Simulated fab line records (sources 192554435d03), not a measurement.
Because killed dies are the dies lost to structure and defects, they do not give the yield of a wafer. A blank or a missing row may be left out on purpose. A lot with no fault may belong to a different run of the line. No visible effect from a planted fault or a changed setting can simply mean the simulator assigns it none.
Lot-split experiment / flow n5_finfet / route with 1938 steps; 7 lots, 21 wafers read

SPLIT DETAILS
At N5_BEOL_M0_CUTY_EXPOSE_54 (exposes mask M0 ABLK), the setting dose_mj was moved away from the recipe's 36 on 7 of the 21 wafers read, by -7.1% to +5.1%. This setting was run at the recipe's value on the other wafers.

FROM THE SPLIT TO THE READING: what the file shows between them, 2 steps
- N5_BEOL_M0_CUTY_PEB_55: peb time 60 s
- N5_BEOL_M0_CUTY_DEVELOP_56: develop time 30 s

THE READING
cd_nm (nm) at N5_BEOL_M0_CUTY_CD_MEAS_57, where the cd target is 200 nm. A value of 199.7 nm with a standard deviation of 0.97 nm is what fault-free wafers of this fab line usually give.

wafer=L077.4; tool, chamber at the split=arfi_scanner-03, 0; dose_mj as run=34.79; against the recipe=-3.4%; cd_nm, nm=201.9; against lot-mates on the recipe=+2.6
wafer=L077.5; tool, chamber at the split=arfi_scanner-03, 0; dose_mj as run=36; against the recipe=recipe; cd_nm, nm=199.3; against lot-mates on the recipe=-
wafer=L077.6; tool, chamber at the split=arfi_scanner-03, 0; dose_mj as run=34.79; against the recipe=-3.4%; cd_nm, nm=202.4; against lot-mates on the recipe=+3.1
wafer=L082.3; tool, chamber at the split=arfi_scanner-02, 0; dose_mj as run=36; against the recipe=recipe; cd_nm, nm=198.8; against lot-mates on the recipe=-
wafer=L082.4; tool, chamber at the split=arfi_scanner-02, 0; dose_mj as run=37.32; against the recipe=+3.7%; cd_nm, nm=196.8; against lot-mates on the recipe=-2.0
wafer=L082.5; tool, chamber at the split=arfi_scanner-02, 0; dose_mj as run=37.32; against the recipe=+3.7%; cd_nm, nm=197.5; against lot-mates on the recipe=-1.3
wafer=L084.2; tool, chamber at the split=arfi_scanner-02, 0; dose_mj as run=36; against the recipe=recipe; cd_nm, nm=200.0; against lot-mates on the recipe=-
wafer=L084.4; tool, chamber at the split=arfi_scanner-02, 0; dose_mj as run=36; against the recipe=recipe; cd_nm, nm=199.3; against lot-mates on the recipe=-
wafer=L084.5; tool, chamber at the split=arfi_scanner-02, 0; dose_mj as run=37.29; against the recipe=+3.6%; cd_nm, nm=198.6; against lot-mates on the recipe=-1.1
wafer=L089.2; tool, chamber at the split=arfi_scanner-01, 0; dose_mj as run=36; against the recipe=recipe; cd_nm, nm=199.6; against lot-mates on the recipe=-
wafer=L089.4; tool, chamber at the split=arfi_scanner-01, 0; dose_mj as run=36; against the recipe=recipe; cd_nm, nm=198.3; against lot-mates on the recipe=-
wafer=L089.6; tool, chamber at the split=arfi_scanner-01, 0; dose_mj as run=36; against the recipe=recipe; cd_nm, nm=199.6; against lot-mates on the recipe=-
wafer=L093.1; tool, chamber at the split=arfi_scanner-02, 0; dose_mj as run=37.83; against the recipe=+5.1%; cd_nm, nm=197.3; against lot-mates on the recipe=-1.8
wafer=L093.2; tool, chamber at the split=arfi_scanner-02, 0; dose_mj as run=36; against the recipe=recipe; cd_nm, nm=198.7; against lot-mates on the recipe=-
wafer=L093.4; tool, chamber at the split=arfi_scanner-02, 0; dose_mj as run=36; against the recipe=recipe; cd_nm, nm=199.6; against lot-mates on the recipe=-
wafer=L096.2; tool, chamber at the split=arfi_scanner-03, 0; dose_mj as run=36; against the recipe=recipe; cd_nm, nm=200.5; against lot-mates on the recipe=-
wafer=L096.5; tool, chamber at the split=arfi_scanner-03, 0; dose_mj as run=33.44; against the recipe=-7.1%; cd_nm, nm=204.3; against lot-mates on the recipe=+3.3
wafer=L096.6; tool, chamber at the split=arfi_scanner-03, 0; dose_mj as run=36; against the recipe=recipe; cd_nm, nm=201.5; against lot-mates on the recipe=-
wafer=L097.1; tool, chamber at the split=arfi_scanner-02, 0; dose_mj as run=36; against the recipe=recipe; cd_nm, nm=201.3; against lot-mates on the recipe=-
wafer=L097.2; tool, chamber at the split=arfi_scanner-02, 0; dose_mj as run=36; against the recipe=recipe; cd_nm, nm=200.5; against lot-mates on the recipe=-
wafer=L097.5; tool, chamber at the split=arfi_scanner-02, 0; dose_mj as run=36; against the recipe=recipe; cd_nm, nm=200.6; against lot-mates on the recipe=-

FIT RESULTS
A straight line over all 21 wafers: cd_nm changes by -0.609 nm for each +1% of dose_mj; r = -0.89; the points scatter about the line by 0.86 nm.
The same after taking each lot's own level away (the mean of its wafers on the recipe; 21 wafers): -0.492 nm for each +1%; r = -0.92; scatter 0.57 nm.
On that fit, the largest move of dose_mj shifts the reading by 3.5 nm.
From 198.80 to 201.00 nm: that is the span of the lots' own levels, equal to 2.3 times the standard deviation above.
So the lot-to-lot level changes the slope: the two fits differ.
Check: +3.97 nm against its lot-mates is what the line predicts for one of the wafers moved furthest among these (-7.1%) when that wafer is left out of the fit. Against them it came out at +3.3 nm.

ADDITIONAL SPLITS CARRIED BY THESE WAFERS
Before the reading, these wafers also passed through other splits. Each is held against what the fit with the lots' levels taken away leaves over:
other split on the same wafers=N5_BEOL_M0_SAQP_DESCUM_45 time_s; wafers away from the commonest value=6; r with cd_nm (lot level and that fit taken away)=+0.08

THE FILE'S OWN FIT
cd_nm changes by -0.463 nm for each +1% of dose_mj, r = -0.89.
